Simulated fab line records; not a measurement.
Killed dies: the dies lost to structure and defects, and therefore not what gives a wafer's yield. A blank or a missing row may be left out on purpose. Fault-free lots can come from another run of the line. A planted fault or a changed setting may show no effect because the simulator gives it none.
fab line records	flow nand-harc
record lots=24	wafers=72	last-day=33
route steps=1302 shown A_BONDPAD@1216 THIN_TSV@1267
lots that met no fault: taken from a fault-free run of the same line
start-h: the number of hours between the record's first day and the start of the first shown wafer of the lot	wait-h: hours from the lot's prior step to this one	" the same as in the row above	L1.1+2: a single row standing in for several wafers	- no value present, or no start provided	* or withheld: withheld	< > ~ a bound
route shown NAME@n: a module of which the file shows steps, and the number in the route of the first	usual: mean and standard deviation over wafers with no fault	same: alike in all rows	chamber/n: place in a boat	sites: each site's reading	_std_site: the standard deviation of these	_edge_site: inner sites' mean taken away from outer sites' mean	radius-mm: how far each site lies from the wafer's centre	mask NAME#n: copy n	behind: the tool/chamber that last shaped the wafer	hold: why the lot went on hold/how many hours it stayed there/how the hold came to an end	device: names the non-switching transistor (n, p or np)	end of line: at the end of the route, the tests of the same wafers	a step given without rows: its recipe and nothing more	killed: dies that structure and defects cost at the first sort, which is not the same as the wafer's yield	map: the dies of a wafer, with x for killed, . for not killed, _ for no die there
set.NAME: the setting as run; set.NAME@STEP: as run at that earlier step	model.NAME: the simulator's own value behind a step, which no gauge read
the route's steps for a sample of lots (tables are steps, rows are wafers)
services: a tool's chamber out of use, with start hour (start-h, from the record's first day; less than 0 if before it), hours out, and reason
## steps
# step NHARC_A_BONDPAD_OVL_MEAS_35
# usual overlay-x-nm=0/4	overlay-y-nm=1/6.9
lot.wafer	tool	chamber	start-h	wait-h	overlay-x-nm	overlay-y-nm
L074.2	overlay-01	-	529.93	-	4	0
L074.3	"	-	"	"	5	0
L074.6	"	-	"	"	4	0
L075.2	overlay-01	-	533.72	-	5	-11
L075.5	"	-	"	"	5	-10
L075.6	"	-	"	"	6	-10
L078.2	overlay-02	-	564.34	-	-6	-9
L078.3	"	-	"	"	-6	-9
L078.6	"	-	"	"	-6	-9
L077.1	overlay-01	-	566.06	-	5	4
L077.3	"	-	"	"	5	4
L077.4	"	-	"	"	5	3
L076.1	overlay-02	-	566.76	-	-1	6
L076.3	"	-	"	"	-1	6
L076.4	"	-	"	"	-2	6
L079.2	overlay-02	-	576.87	-	-1	-6
L079.3	"	-	"	"	-1	-5
L079.6	"	-	"	"	-1	-6
L081.1	overlay-02	-	594.67	-	-2	10
L081.2	"	-	"	"	-2	10
L081.6	"	-	"	"	-2	10
L080.4	overlay-01	-	595.02	-	-3	2
L080.5	"	-	"	"	-2	2
L080.6	"	-	"	"	-3	3
L082.1	overlay-02	-	609.90	-	1	0
L082.4	"	-	"	"	0	0
L082.6	"	-	"	"	0	0
L084.1	overlay-02	-	636.48	-	-2	-6
L084.2	"	-	"	"	-2	-6
L084.6	"	-	"	"	-2	-7
L083.1	overlay-01	-	644.20	-	6	8
L083.4	"	-	"	"	5	8
L083.6	"	-	"	"	5	8
L085.1	overlay-01	-	648.74	-	-1	3
L085.2	"	-	"	"	-2	3
L085.6	"	-	"	"	-2	3
L086.2	overlay-02	-	672.86	-	1	0
L086.3	"	-	"	"	1	0
L086.5	"	-	"	"	0	0
L089.4	overlay-02	-	676.54	-	10	0
L089.5	"	-	"	"	10	1
L089.6	"	-	"	"	10	0
L087.3	overlay-01	-	676.83	-	4	-14
L087.4	"	-	"	"	4	-15
L087.5	"	-	"	"	4	-15
L088.1	overlay-02	-	683.16	-	-3	3
L088.3	"	-	"	"	-3	3
L088.4	"	-	"	"	-3	3
L090.1	overlay-01	-	689.75	-	1	2
L090.3	"	-	"	"	2	3
L090.6	"	-	"	"	1	2
L092.3	overlay-01	-	713.60	-	-2	4
L092.4	"	-	"	"	-2	4
L092.6	"	-	"	"	-1	4
L091.1	overlay-01	-	714.62	-	1	12
L091.4	"	-	"	"	1	12
L091.5	"	-	"	"	0	13
L095.2	overlay-01	-	729.30	-	-1	5
L095.3	"	-	"	"	-1	5
L095.4	"	-	"	"	0	5
L093.2	overlay-01	-	730.73	-	1	-3
L093.4	"	-	"	"	1	-4
L093.5	"	-	"	"	1	-4
L094.4	overlay-02	-	734.76	-	-10	-10
L094.5	"	-	"	"	-10	-9
L094.6	"	-	"	"	-10	-10
L096.4	overlay-02	-	746.04	-	1	13
L096.5	"	-	"	"	1	13
L096.6	"	-	"	"	1	13
L097.3	overlay-02	-	760.05	-	2	4
L097.4	"	-	"	"	2	4
L097.5	"	-	"	"	2	4
# step NHARC_A_BONDPAD_CMP_19
# recipe t-overpolish-s=30	cu-recess-touch-s=16	target-thk-nm=169.82
# usual motor-current-A=12.2/1.7	overpolish-run-s=30.001/0.01
lot.wafer	tool	chamber	start-h	wait-h	motor-current-A	overpolish-run-s
L074.3	cmp-03	3	532.12	-	11.3	29.998
L074.2	"	2	"	"	12.1	30.007
L074.6	"	3	"	"	10.0	30.010
L075.2	cmp-02	0	535.91	-	10.0	29.978
L075.5	"	0	"	"	10.4	30.007
L075.6	"	1	"	"	12.2	30.000
L078.2	cmp-03	1	566.54	-	16.4	29.995
L078.3	"	2	"	"	11.3	29.994
L078.6	"	3	"	"	10.4	29.996
L077.3	cmp-03	2	568.21	-	12.2	30.007
L077.1	"	0	"	"	13.5	29.988
L077.4	"	1	"	"	16.6	29.993
L076.1	cmp-04	3	568.93	-	12.0	29.995
L076.4	"	0	"	"	14.5	29.995
L076.3	"	1	"	"	13.4	29.996
L079.2	cmp-02	0	579.01	-	10.6	30.014
L079.3	"	2	"	"	10.5	29.999
L079.6	"	1	"	"	12.5	30.017
L081.2	cmp-02	1	597.39	-	12.6	30.013
L081.1	"	0	"	"	10.4	30.017
L081.6	"	1	"	"	12.7	30.019
L080.4	cmp-04	1	597.76	-	13.2	29.987
L080.5	"	3	"	"	11.2	30.009
L080.6	"	0	"	"	13.3	30.003
L082.1	cmp-03	1	612.15	-	14.7	30.012
L082.4	"	2	"	"	11.4	30.010
L082.6	"	1	"	"	15.9	30.003
L084.1	cmp-04	0	638.68	-	14.3	30.000
L084.2	"	1	"	"	13.2	29.977
L084.6	"	3	"	"	11.1	30.004
L083.1	cmp-04	3	646.46	-	11.2	30.005
L083.4	"	1	"	"	13.5	30.007
L083.6	"	2	"	"	12.3	29.993
L085.1	cmp-04	3	650.92	-	11.1	29.999
L085.2	"	1	"	"	13.3	30.009
L085.6	"	3	"	"	11.2	29.990
L086.2	cmp-03	0	675.07	-	13.5	30.008
L086.3	"	1	"	"	15.5	30.004
L086.5	"	3	"	"	10.0	29.986
L089.4	cmp-02	0	678.69	-	11.0	30.007
L089.5	"	0	"	"	10.6	29.998
L089.6	"	1	"	"	13.0	30.011
L087.3	cmp-03	1	679.00	-	16.0	30.000
L087.4	"	2	"	"	11.2	29.995
L087.5	"	1	"	"	16.7	29.995
L088.3	cmp-02	2	685.30	-	10.4	29.999
L088.4	"	3	"	"	11.4	29.994
L088.1	"	1	"	"	12.7	29.996
L090.3	cmp-02	0	691.93	-	10.5	30.004
L090.1	"	1	"	"	12.7	29.993
L090.6	"	0	"	"	10.2	30.007
L092.4	cmp-03	3	715.74	-	10.8	29.987
L092.3	"	0	"	"	14.4	29.997
L092.6	"	0	"	"	13.0	29.987
L091.1	cmp-02	3	716.84	-	11.6	30.006
L091.4	"	0	"	"	10.7	30.004
L091.5	"	3	"	"	11.4	29.990
L095.2	cmp-03	3	731.45	-	10.6	29.996
L095.4	"	0	"	"	13.1	29.994
L095.3	"	2	"	"	11.7	29.992
L093.4	cmp-03	1	732.87	-	15.6	30.001
L093.2	"	2	"	"	11.6	30.013
L093.5	"	1	"	"	15.3	30.012
L094.4	cmp-04	1	736.98	-	13.7	30.007
L094.6	"	3	"	"	11.7	30.015
L094.5	"	0	"	"	14.3	30.014
L096.4	cmp-02	2	749.12	-	10.7	30.013
L096.5	"	0	"	"	10.5	29.986
L096.6	"	1	"	"	12.1	30.003
L097.4	cmp-04	1	762.31	-	13.1	29.982
L097.3	"	2	"	"	12.1	30.003
L097.5	"	2	"	"	11.6	29.991
# step NHARC_A_BONDPAD_INSPECT_23
# usual raw-defect-count=560/130
lot.wafer	tool	chamber	start-h	wait-h	raw-defect-count
L074.2	defect-inspect-01	-	532.64	0.0	436
L074.3	"	-	"	"	695
L074.6	"	-	"	"	614
L075.2	defect-inspect-01	-	536.45	0.0	515
L075.5	"	-	"	"	483
L075.6	"	-	"	"	439
L078.2	defect-inspect-02	-	567.03	0.0	424
L078.3	"	-	"	"	570
L078.6	"	-	"	"	503
L077.1	defect-inspect-01	-	568.76	0.0	657
L077.3	"	-	"	"	469
L077.4	"	-	"	"	627
L076.1	defect-inspect-01	-	569.43	0.0	470
L076.3	"	-	"	"	500
L076.4	"	-	"	"	526
L079.2	defect-inspect-01	-	579.53	0.0	500
L079.3	"	-	"	"	708
L079.6	"	-	"	"	713
L081.1	defect-inspect-02	-	597.91	0.0	570
L081.2	"	-	"	"	525
L081.6	"	-	"	"	566
L080.4	defect-inspect-01	-	598.25	0.0	653
L080.5	"	-	"	"	683
L080.6	"	-	"	"	694
L082.1	defect-inspect-01	-	612.67	0.0	647
L082.4	"	-	"	"	706
L082.6	"	-	"	"	779
L084.1	defect-inspect-01	-	639.17	0.0	792
L084.2	"	-	"	"	614
L084.6	"	-	"	"	572
L083.1	defect-inspect-02	-	646.97	0.0	597
L083.4	"	-	"	"	427
L083.6	"	-	"	"	561
L085.1	defect-inspect-02	-	651.42	0.0	719
L085.2	"	-	"	"	685
L085.6	"	-	"	"	470
L086.2	defect-inspect-01	-	675.57	0.0	560
L086.3	"	-	"	"	608
L086.5	"	-	"	"	823
L089.4	defect-inspect-01	-	679.23	0.0	434
L089.5	"	-	"	"	784
L089.6	"	-	"	"	502
L087.3	defect-inspect-01	-	679.56	0.0	430
L087.4	"	-	"	"	569
L087.5	"	-	"	"	422
L088.1	defect-inspect-02	-	685.83	0.0	614
L088.3	"	-	"	"	623
L088.4	"	-	"	"	575
L090.1	defect-inspect-01	-	692.44	0.0	518
L090.3	"	-	"	"	635
L090.6	"	-	"	"	645
L092.3	defect-inspect-01	-	716.29	0.0	500
L092.4	"	-	"	"	405
L092.6	"	-	"	"	385
L091.1	defect-inspect-02	-	717.36	0.0	707
L091.4	"	-	"	"	524
L091.5	"	-	"	"	817
L095.2	defect-inspect-01	-	731.99	0.1	443
L095.3	"	-	"	"	390
L095.4	"	-	"	"	352
L093.2	defect-inspect-02	-	733.40	0.0	379
L093.4	"	-	"	"	463
L093.5	"	-	"	"	478
L094.4	defect-inspect-01	-	737.46	0.0	487
L094.5	"	-	"	"	524
L094.6	"	-	"	"	375
L096.4	defect-inspect-01	-	749.59	0.0	522
L096.5	"	-	"	"	460
L096.6	"	-	"	"	594
L097.3	defect-inspect-01	-	762.83	0.0	488
L097.4	"	-	"	"	482
L097.5	"	-	"	"	436
# step NHARC_THIN_TSV_DEP_47
# recipe target-thk-a=2000	temp-c=withheld	pressure-torr=6.5	rf-w=900	teos-flow-sccm=161.4	flow-sccm=2650	target-thk-nm=200	gas=O2	material=SiO2
# usual chamber-pressure-Torr=6.501/0.013	rf-fwd-power-W=897.4/3	throttle-valve-pct=16.0/0.55
lot.wafer	tool	chamber	start-h	wait-h	chamber-pressure-Torr	rf-fwd-power-W	throttle-valve-pct
L074.2	pecvd-04	0	548.33	-	6.499	901.2	15.3
L074.3	"	1	"	"	6.512	896.2	16.2
L074.6	"	2	"	"	6.494	901.8	15.9
L075.2	pecvd-01	0	549.61	-	6.518	897.8	15.4
L075.6	"	1	"	"	6.491	903.1	17.1
L075.5	"	2	"	"	6.481	895.2	15.7
L078.2	pecvd-01	0	581.08	-	6.507	895.8	15.5
L078.3	"	2	"	"	6.494	896.1	15.5
L078.6	"	0	"	"	6.514	899.6	15.4
L076.1	pecvd-04	1	582.26	-	6.503	891.6	16.1
L076.3	"	2	"	"	6.504	896.6	15.8
L076.4	"	1	"	"	6.501	896.8	16.0
L077.1	pecvd-01	2	583.32	-	6.485	896.0	15.6
L077.3	"	0	"	"	6.524	894.5	15.7
L077.4	"	0	"	"	6.497	894.9	15.7
L079.3	pecvd-03	2	594.34	-	6.503	899.4	15.9
L079.2	"	1	"	"	6.510	896.1	15.9
L079.6	"	1	"	"	6.548	898.7	15.8
L080.4	pecvd-03	0	614.69	-	6.521	898.5	17.3
L080.5	"	1	"	"	6.525	902.1	15.9
L080.6	"	2	"	"	6.512	901.2	16.1
L081.1	pecvd-04	2	615.78	-	6.522	896.7	16.2
L081.2	"	0	"	"	6.502	893.3	15.6
L081.6	"	1	"	"	6.506	893.4	16.3
L082.1	pecvd-01	2	627.12	-	6.492	892.1	15.6
L082.4	"	1	"	"	6.501	896.1	17.4
L082.6	"	2	"	"	6.498	896.6	15.7
L084.2	pecvd-04	0	653.44	-	6.498	896.6	15.3
L084.1	"	1	"	"	6.510	894.3	16.2
L084.6	"	0	"	"	6.513	897.5	15.2
L083.1	pecvd-01	0	666.24	-	6.507	902.2	15.6
L083.4	"	2	"	"	6.502	895.2	15.8
L083.6	"	2	"	"	6.491	896.9	15.2
L085.1	pecvd-03	0	667.12	-	6.486	901.1	17.4
L085.2	"	1	"	"	6.524	895.0	15.8
L085.6	"	1	"	"	6.525	907.2	15.8
L089.6	pecvd-03	1	690.46	-	6.512	898.6	16.0
L089.5	"	2	"	"	6.490	896.1	16.2
L089.4	"	0	"	"	6.474	894.3	17.2
L086.3	pecvd-04	1	691.58	-	6.490	894.9	16.1
L086.2	"	2	"	"	6.487	899.3	16.1
L086.5	"	0	"	"	6.477	899.4	15.3
L087.3	pecvd-04	0	695.68	-	6.506	897.9	15.5
L087.4	"	0	"	"	6.494	897.0	15.3
L087.5	"	1	"	"	6.510	893.2	15.9
L088.3	pecvd-04	2	699.89	-	6.492	896.8	16.0
L088.1	"	0	"	"	6.494	901.4	15.6
L088.4	"	1	"	"	6.490	892.1	15.9
L090.3	pecvd-01	2	706.47	-	6.512	897.6	15.8
L090.1	"	0	"	"	6.505	897.7	15.6
L090.6	"	1	"	"	6.517	898.4	16.2
L092.3	pecvd-04	1	730.34	-	6.501	898.0	15.9
L092.6	"	0	"	"	6.492	898.6	15.3
L092.4	"	1	"	"	6.478	898.8	15.9
L091.1	pecvd-01	1	731.60	-	6.491	893.5	16.4
L091.5	"	2	"	"	6.518	894.4	16.1
L091.4	"	0	"	"	6.502	898.8	15.7
L093.2	pecvd-04	0	748.35	-	6.485	897.5	15.0
L093.5	"	1	"	"	6.502	893.4	16.0
L093.4	"	0	"	"	6.497	897.4	15.4
L095.2	pecvd-03	2	749.63	-	6.503	899.5	16.4
L095.3	"	0	"	"	6.505	898.4	16.5
L095.4	"	1	"	"	6.471	899.1	15.5
L094.6	pecvd-03	0	758.02	-	6.507	898.7	16.3
L094.5	"	1	"	"	6.493	894.5	15.5
L094.4	"	2	"	"	6.489	902.1	16.2
L096.4	pecvd-03	2	763.93	-	6.507	896.0	15.9
L096.5	"	0	"	"	6.510	901.8	16.3
L096.6	"	1	"	"	6.496	894.9	15.6
L097.3	pecvd-03	0	777.11	-	6.513	897.6	16.7
L097.4	"	1	"	"	6.523	902.9	15.7
L097.5	"	2	"	"	6.492	896.6	16.0
# step NHARC_THIN_TSV_PVD_51
# recipe target-thk-a=1000	chamber-pressure-pa=5	material=Cu
# usual throttle-valve-pct=29.7/0.86
lot.wafer	tool	chamber	start-h	wait-h	throttle-valve-pct
L074.2	pvd-sputter-03	-	-	-	30.1
L074.3	"	-	"	"	29.1
L074.6	"	-	"	"	30.0
L075.2	pvd-sputter-01	-	-	-	28.1
L075.5	"	-	"	"	29.2
L075.6	"	-	"	"	29.8
L078.3	pvd-sputter-03	-	-	-	30.1
L078.2	"	-	"	"	30.2
L078.6	"	-	"	"	29.8
L076.1	pvd-sputter-01	-	-	-	29.3
L076.4	"	-	"	"	30.0
L076.3	"	-	"	"	27.8
L077.4	pvd-sputter-02	-	-	-	28.4
L077.3	"	-	"	"	31.2
L077.1	"	-	"	"	28.8
L079.3	pvd-sputter-03	-	-	-	29.8
L079.2	"	-	"	"	30.1
L079.6	"	-	"	"	29.5
L080.4	pvd-sputter-03	-	-	-	29.7
L080.5	"	-	"	"	29.1
L080.6	"	-	"	"	30.0
L081.1	pvd-sputter-02	-	-	-	29.1
L081.2	"	-	"	"	31.2
L081.6	"	-	"	"	28.5
L082.4	pvd-sputter-01	-	-	-	29.8
L082.1	"	-	"	"	29.9
L082.6	"	-	"	"	28.0
L084.2	pvd-sputter-03	-	-	-	30.2
L084.1	"	-	"	"	29.4
L084.6	"	-	"	"	30.1
L083.4	pvd-sputter-02	-	-	-	29.7
L083.1	"	-	"	"	29.9
L083.6	"	-	"	"	29.1
L085.1	pvd-sputter-01	-	-	-	29.3
L085.2	"	-	"	"	29.7
L085.6	"	-	"	"	28.0
L089.4	pvd-sputter-03	-	-	-	30.1
L089.5	"	-	"	"	29.1
L089.6	"	-	"	"	30.1
L086.2	pvd-sputter-02	-	-	-	30.2
L086.3	"	-	"	"	30.0
L086.5	"	-	"	"	31.8
L087.4	pvd-sputter-03	-	-	-	29.2
L087.3	"	-	"	"	29.5
L087.5	"	-	"	"	30.1
L088.3	pvd-sputter-01	-	-	-	29.9
L088.1	"	-	"	"	29.8
L088.4	"	-	"	"	29.3
L090.3	pvd-sputter-02	-	-	-	29.1
L090.1	"	-	"	"	30.0
L090.6	"	-	"	"	31.7
L092.3	pvd-sputter-02	-	-	-	31.7
L092.4	"	-	"	"	30.0
L092.6	"	-	"	"	31.9
L091.1	pvd-sputter-03	-	-	-	29.8
L091.4	"	-	"	"	29.1
L091.5	"	-	"	"	30.0
L093.4	pvd-sputter-02	-	-	-	31.9
L093.2	"	-	"	"	30.1
L093.5	"	-	"	"	30.2
L095.2	pvd-sputter-01	-	-	-	29.9
L095.4	"	-	"	"	27.9
L095.3	"	-	"	"	29.4
L094.4	pvd-sputter-01	-	-	-	29.8
L094.6	"	-	"	"	27.8
L094.5	"	-	"	"	29.5
L096.4	pvd-sputter-03	-	-	-	29.9
L096.5	"	-	"	"	30.4
L096.6	"	-	"	"	29.1
L097.4	pvd-sputter-01	-	-	-	30.0
L097.3	"	-	"	"	29.6
L097.5	"	-	"	"	27.5
# step NHARC_THIN_TSV_CMP_21
# recipe t-overpolish-s=30	target-thk-nm=2000
# usual motor-current-A=12.2/1.6	overpolish-run-s=29.999/0.0086
lot.wafer	tool	chamber	start-h	wait-h	motor-current-A	overpolish-run-s
L074.3	cmp-01	3	550.85	-	11.4	29.984
L074.2	"	1	"	"	13.4	30.004
L074.6	"	3	"	"	10.8	29.998
L075.2	cmp-04	3	552.25	-	11.7	30.013
L075.6	"	0	"	"	14.4	29.988
L075.5	"	1	"	"	12.9	29.998
L078.2	cmp-04	0	583.55	-	14.2	30.005
L078.3	"	1	"	"	13.1	29.991
L078.6	"	0	"	"	14.8	30.011
L076.1	cmp-01	0	584.72	-	9.8	29.989
L076.4	"	1	"	"	13.4	30.001
L076.3	"	3	"	"	11.4	29.986
L077.3	cmp-03	3	586.00	-	10.7	30.009
L077.4	"	0	"	"	13.6	29.985
L077.1	"	1	"	"	15.7	29.996
L079.2	cmp-04	0	597.14	-	15.2	30.013
L079.3	"	1	"	"	12.9	30.015
L079.6	"	3	"	"	11.3	29.990
L080.4	cmp-01	3	617.05	-	11.6	29.990
L080.6	"	2	"	"	10.7	30.002
L080.5	"	3	"	"	11.8	30.007
L081.1	cmp-04	1	618.34	-	13.1	29.999
L081.2	"	2	"	"	12.2	29.988
L081.6	"	0	"	"	13.7	29.997
L082.1	cmp-03	3	629.67	-	10.1	29.987
L082.4	"	0	"	"	13.0	30.005
L082.6	"	2	"	"	11.8	30.010
L084.1	cmp-01	0	656.05	-	9.9	30.014
L084.2	"	1	"	"	14.1	30.001
L084.6	"	2	"	"	10.9	30.002
L083.4	cmp-03	2	668.84	-	12.3	30.003
L083.1	"	3	"	"	10.1	30.011
L083.6	"	2	"	"	11.7	29.999
L085.2	cmp-01	0	669.61	-	10.2	29.988
L085.1	"	2	"	"	10.0	30.000
L085.6	"	0	"	"	9.8	30.001
L089.4	cmp-04	1	693.15	-	12.5	30.003
L089.6	"	1	"	"	13.1	29.994
L089.5	"	2	"	"	11.5	29.981
L086.3	cmp-04	3	694.05	-	11.3	30.010
L086.2	"	0	"	"	14.2	29.993
L086.5	"	1	"	"	12.9	30.002
L087.3	cmp-03	2	698.27	-	11.4	30.005
L087.4	"	3	"	"	11.0	29.996
L087.5	"	3	"	"	10.4	29.992
L088.3	cmp-04	0	702.57	-	13.8	29.998
L088.4	"	2	"	"	11.8	29.993
L088.1	"	3	"	"	11.3	30.006
L090.3	cmp-03	0	708.95	-	13.5	30.007
L090.1	"	2	"	"	11.6	29.990
L090.6	"	0	"	"	13.4	30.012
L092.3	cmp-01	2	732.76	-	10.7	29.997
L092.4	"	1	"	"	13.8	29.995
L092.6	"	2	"	"	10.9	30.002
L091.1	cmp-04	2	734.09	-	11.4	30.002
L091.4	"	0	"	"	14.3	29.986
L091.5	"	2	"	"	11.8	30.004
L093.4	cmp-04	3	750.72	-	10.8	29.996
L093.2	"	2	"	"	11.6	29.999
L093.5	"	0	"	"	14.0	30.007
L095.2	cmp-03	2	752.11	-	11.3	29.995
L095.4	"	3	"	"	10.5	29.989
L095.3	"	0	"	"	13.2	29.986
L094.4	cmp-04	3	760.41	-	11.4	30.000
L094.6	"	1	"	"	13.4	29.984
L094.5	"	2	"	"	12.1	30.019
L096.4	cmp-03	1	766.34	-	15.7	29.999
L096.5	"	2	"	"	11.5	29.987
L096.6	"	3	"	"	10.8	29.995
L097.3	cmp-03	3	779.57	-	10.8	30.014
L097.4	"	1	"	"	15.4	29.991
L097.5	"	0	"	"	13.2	30.001
## services
tool	chamber	start-h	hours	kind
cmp-04	-	509.27	4.0	pm
cmp-03	-	517.95	1.1	repair
pvd-sputter-03	-	526.01	10.0	pm
cmp-04	-	526.74	1.0	repair
pvd-sputter-03	-	551.68	0.6	repair
cmp-03	-	551.77	1.5	repair
cmp-03	-	554.03	4.0	pm
pvd-sputter-03	-	558.85	0.9	repair
pvd-sputter-03	-	562.84	2.1	repair
pvd-sputter-03	-	571.23	4.5	repair
cmp-04	-	607.27	4.0	pm
pvd-sputter-03	-	628.77	1.0	repair
pecvd-04	-	631.20	13.0	pm
cmp-03	-	644.53	14.7	repair
cmp-03	-	659.26	4.0	pm
cmp-04	-	671.80	0.4	repair
cmp-04	-	672.61	0.5	repair
cmp-03	-	679.47	2.3	repair
cmp-04	-	690.35	1.6	repair
cmp-04	-	705.27	4.0	pm
cmp-03	-	729.69	1.0	repair
cmp-03	-	757.26	4.0	pm
cmp-04	-	763.53	1.7	repair
cmp-03	-	775.59	2.6	repair
## key
fault none
